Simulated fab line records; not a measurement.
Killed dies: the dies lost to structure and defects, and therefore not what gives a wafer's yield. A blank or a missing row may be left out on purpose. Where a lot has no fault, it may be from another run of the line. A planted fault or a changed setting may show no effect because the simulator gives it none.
Which tool did it? || flow n5 finfet || 11 lots with 32 wafers sampled at 3 steps, on a route of 1938 steps

== WHAT EACH GAUGE READ, for each wafer ==
N5_BEOL_M6_CD_MEAS_35: target cd 40 nm, target cd y 28 nm.
{"lot": "L386", "measured": "day 8 14:27", "on": "cd sem-02", "cd nm (nm)": "40.8 40.7 39.8"}
{"lot": "L387", "measured": "day 8 14:03", "on": "cd sem-02", "cd nm (nm)": "38.7 39.2 38.8"}
{"lot": "L390", "measured": "day 9 16:03", "on": "cd sem-02", "cd nm (nm)": "40.8 40.3 39.8"}
{"lot": "L391", "measured": "day 10 01:50", "on": "cd sem-01", "cd nm (nm)": "39.6 39.8 39.9"}
{"lot": "L393", "measured": "day 10 06:50", "on": "cd sem-01", "cd nm (nm)": "39.5 39.8 40.5"}
{"lot": "L394", "measured": "day 10 07:22", "on": "cd sem-01", "cd nm (nm)": "39.4 39.5 39.8"}
{"lot": "L396", "measured": "day 11 09:44", "on": "cd sem-03", "cd nm (nm)": "39.5 39.6 39.0"}
{"lot": "L397", "measured": "day 11 13:16", "on": "cd sem-02", "cd nm (nm)": "39.7 39.8 39.2"}
{"lot": "L399", "measured": "day 11 23:14", "on": "cd sem-03", "cd nm (nm)": "39.4 38.8"}
{"lot": "L404", "measured": "day 13 06:28", "on": "cd sem-03", "cd nm (nm)": "39.8 40.9 40.5"}
{"lot": "L407", "measured": "day 13 18:37", "on": "cd sem-01", "cd nm (nm)": "40.0 39.7 39.2"}

== WHICH TOOL RAN EACH LOT (tool, then ch and the chambers of the sampled wafers, then the start) ==
{"lot": "L386", "N5_BEOL_M6_PECVD_70": "pecvd-03 ch 0,1, day 8 09:10", "N5_BEOL_M6_STRIP_80": "rie diel-06 ch 0,3, day 8 14:27 or earlier"}
{"lot": "L387", "N5_BEOL_M6_PECVD_70": "pecvd-01 ch 0,1,2, day 8 10:25", "N5_BEOL_M6_STRIP_80": "rie diel-06 ch 1,2, day 8 14:03 or earlier"}
{"lot": "L390", "N5_BEOL_M6_PECVD_70": "pecvd-02 ch 0,1,2, day 9 12:44", "N5_BEOL_M6_STRIP_80": "rie diel-06 ch 0,1,2, day 9 16:03 or earlier"}
{"lot": "L391", "N5_BEOL_M6_PECVD_70": "pecvd-02 ch 0,1, day 9 21:00", "N5_BEOL_M6_STRIP_80": "rie diel-02 ch 0,2,3, day 10 01:50 or earlier"}
{"lot": "L393", "N5_BEOL_M6_PECVD_70": "pecvd-01 ch 0,1, day 10 03:31", "N5_BEOL_M6_STRIP_80": "rie diel-02 ch 0,1,2, day 10 06:50 or earlier"}
{"lot": "L394", "N5_BEOL_M6_PECVD_70": "pecvd-02 ch 0,1,2, day 10 04:31", "N5_BEOL_M6_STRIP_80": "rie diel-05 ch 0,2,3, day 10 07:22 or earlier"}
{"lot": "L396", "N5_BEOL_M6_PECVD_70": "pecvd-03 ch 1,2, day 11 04:04", "N5_BEOL_M6_STRIP_80": "rie diel-02 ch 0,1, day 11 09:44 or earlier"}
{"lot": "L397", "N5_BEOL_M6_PECVD_70": "pecvd-01 ch 0,1,2, day 11 09:38", "N5_BEOL_M6_STRIP_80": "rie diel-06 ch 0,3, day 11 13:16 or earlier"}
{"lot": "L399", "N5_BEOL_M6_PECVD_70": "pecvd-03 ch 0,1, day 11 19:43", "N5_BEOL_M6_STRIP_80": "rie diel-05 ch 0,1, day 11 23:14 or earlier"}
{"lot": "L404", "N5_BEOL_M6_PECVD_70": "pecvd-03 ch 0,1,2, day 13 02:54", "N5_BEOL_M6_STRIP_80": "rie diel-06 ch 1,3, day 13 06:28 or earlier"}
{"lot": "L407", "N5_BEOL_M6_PECVD_70": "pecvd-03 ch 0,1,2, day 13 13:35", "N5_BEOL_M6_STRIP_80": "rie diel-06 ch 0,2,3, day 13 18:37 or earlier"}
- N5_BEOL_M6_PECVD_70: deposits SiO2 from TEOS/O2, target thk 20 nm, time 22.7 s.
- N5_BEOL_M6_STRIP_80: strips in N2/H2, time 10 s.

== AS READ BY THE TOOLS THEMSELVES (means over the sampled wafers that have a number; for cases with no such wafer, the mark the record gives instead) ==
N5_BEOL_M6_PECVD_70.
{"lot": "L386", "tool": "pecvd-03", "heater power w (W)": 722, "showerhead plenum p Torr (Torr)": 8.74, "throttle valve pct (%)": 20.9}
{"lot": "L387", "tool": "pecvd-01", "heater power w (W)": 764, "showerhead plenum p Torr (Torr)": 8.75, "throttle valve pct (%)": 22.3}
{"lot": "L390", "tool": "pecvd-02", "heater power w (W)": 660, "showerhead plenum p Torr (Torr)": 8.74, "throttle valve pct (%)": 22.1}
{"lot": "L391", "tool": "pecvd-02", "heater power w (W)": 729, "showerhead plenum p Torr (Torr)": 8.77, "throttle valve pct (%)": 22.9}
{"lot": "L393", "tool": "pecvd-01", "heater power w (W)": 769, "showerhead plenum p Torr (Torr)": 8.72, "throttle valve pct (%)": 22.1}
{"lot": "L394", "tool": "pecvd-02", "heater power w (W)": 690, "showerhead plenum p Torr (Torr)": 8.76, "throttle valve pct (%)": 22.0}
{"lot": "L396", "tool": "pecvd-03", "heater power w (W)": 637, "showerhead plenum p Torr (Torr)": 8.75, "throttle valve pct (%)": 21.9}
{"lot": "L397", "tool": "pecvd-01", "heater power w (W)": 731, "showerhead plenum p Torr (Torr)": 8.76, "throttle valve pct (%)": 21.8}
{"lot": "L399", "tool": "pecvd-03", "heater power w (W)": 754, "showerhead plenum p Torr (Torr)": 8.75, "throttle valve pct (%)": 21.4}
{"lot": "L404", "tool": "pecvd-03", "heater power w (W)": 730, "showerhead plenum p Torr (Torr)": 8.75, "throttle valve pct (%)": 21.7}
{"lot": "L407", "tool": "pecvd-03", "heater power w (W)": 714, "showerhead plenum p Torr (Torr)": 8.74, "throttle valve pct (%)": 21.7}

N5_BEOL_M6_STRIP_80.
{"lot": "L386", "tool": "rie diel-06", "drypump motor current A (A)": 5.9, "oes product au (a.u.)": 0.78, "rf vpp V (V)": 59.6, "showerhead plenum p Torr (Torr)": 2.54, "throttle valve pct (%)": 23.97}
{"lot": "L387", "tool": "rie diel-06", "drypump motor current A (A)": 5.6, "oes product au (a.u.)": 0.72, "rf vpp V (V)": 59.5, "showerhead plenum p Torr (Torr)": 2.59, "throttle valve pct (%)": 23.52}
{"lot": "L390", "tool": "rie diel-06", "drypump motor current A (A)": 5.9, "oes product au (a.u.)": 0.72, "rf vpp V (V)": 59.7, "showerhead plenum p Torr (Torr)": 2.56, "throttle valve pct (%)": 23.79}
{"lot": "L391", "tool": "rie diel-02", "drypump motor current A (A)": 5.8, "oes product au (a.u.)": 0.78, "rf vpp V (V)": 59.7, "showerhead plenum p Torr (Torr)": 2.59, "throttle valve pct (%)": 23.94}
{"lot": "L393", "tool": "rie diel-02", "drypump motor current A (A)": 6.0, "oes product au (a.u.)": 0.75, "rf vpp V (V)": 58.9, "showerhead plenum p Torr (Torr)": 2.57, "throttle valve pct (%)": 23.79}
{"lot": "L394", "tool": "rie diel-05", "drypump motor current A (A)": 5.3, "oes product au (a.u.)": 0.77, "rf vpp V (V)": 60.5, "showerhead plenum p Torr (Torr)": 2.60, "throttle valve pct (%)": 23.47}
{"lot": "L396", "tool": "rie diel-02", "drypump motor current A (A)": 6.5, "oes product au (a.u.)": 0.78, "rf vpp V (V)": 60.1, "showerhead plenum p Torr (Torr)": 2.64, "throttle valve pct (%)": 23.78}
{"lot": "L397", "tool": "rie diel-06", "drypump motor current A (A)": 5.9, "oes product au (a.u.)": 0.77, "rf vpp V (V)": 59.4, "showerhead plenum p Torr (Torr)": 2.53, "throttle valve pct (%)": 24.00}
{"lot": "L399", "tool": "rie diel-05", "drypump motor current A (A)": 5.8, "oes product au (a.u.)": 0.78, "rf vpp V (V)": 59.4, "showerhead plenum p Torr (Torr)": 2.54, "throttle valve pct (%)": 23.81}
{"lot": "L404", "tool": "rie diel-06", "drypump motor current A (A)": 5.7, "oes product au (a.u.)": 0.71, "rf vpp V (V)": 59.2, "showerhead plenum p Torr (Torr)": 2.58, "throttle valve pct (%)": 23.64}
{"lot": "L407", "tool": "rie diel-06", "drypump motor current A (A)": 5.9, "oes product au (a.u.)": 0.73, "rf vpp V (V)": 58.9, "showerhead plenum p Torr (Torr)": 2.52, "throttle valve pct (%)": 23.94}

== THE ANSWER, worked out from the rows above alone ==
Rule: the lots themselves supply what counts as usual. Put in order of their means at a reading, lots are off if they are a third of the lots or fewer, leave a main group of 4 or more, and stand apart from it by a gap of 3 or more times the standard deviation of the main group's means; of several such gaps the widest counts. If all means in a main group match to the digits the tables above print for the reading, that group is not used. A lot without any number at a reading at which 4 lots or more have one is off too. All remaining lots with rows at the step are treated as sound. First the gauges in route order, then the tools' own readings, where a lot's mean is used as printed above. At the first step where some lot is off, the reading lying furthest off is the one used; lots without a number count as furthest.
Across all readings shown, no lot is off: no conclusion can be drawn from this.

== WHAT WAS PUT IN BY THE SIMULATOR ==
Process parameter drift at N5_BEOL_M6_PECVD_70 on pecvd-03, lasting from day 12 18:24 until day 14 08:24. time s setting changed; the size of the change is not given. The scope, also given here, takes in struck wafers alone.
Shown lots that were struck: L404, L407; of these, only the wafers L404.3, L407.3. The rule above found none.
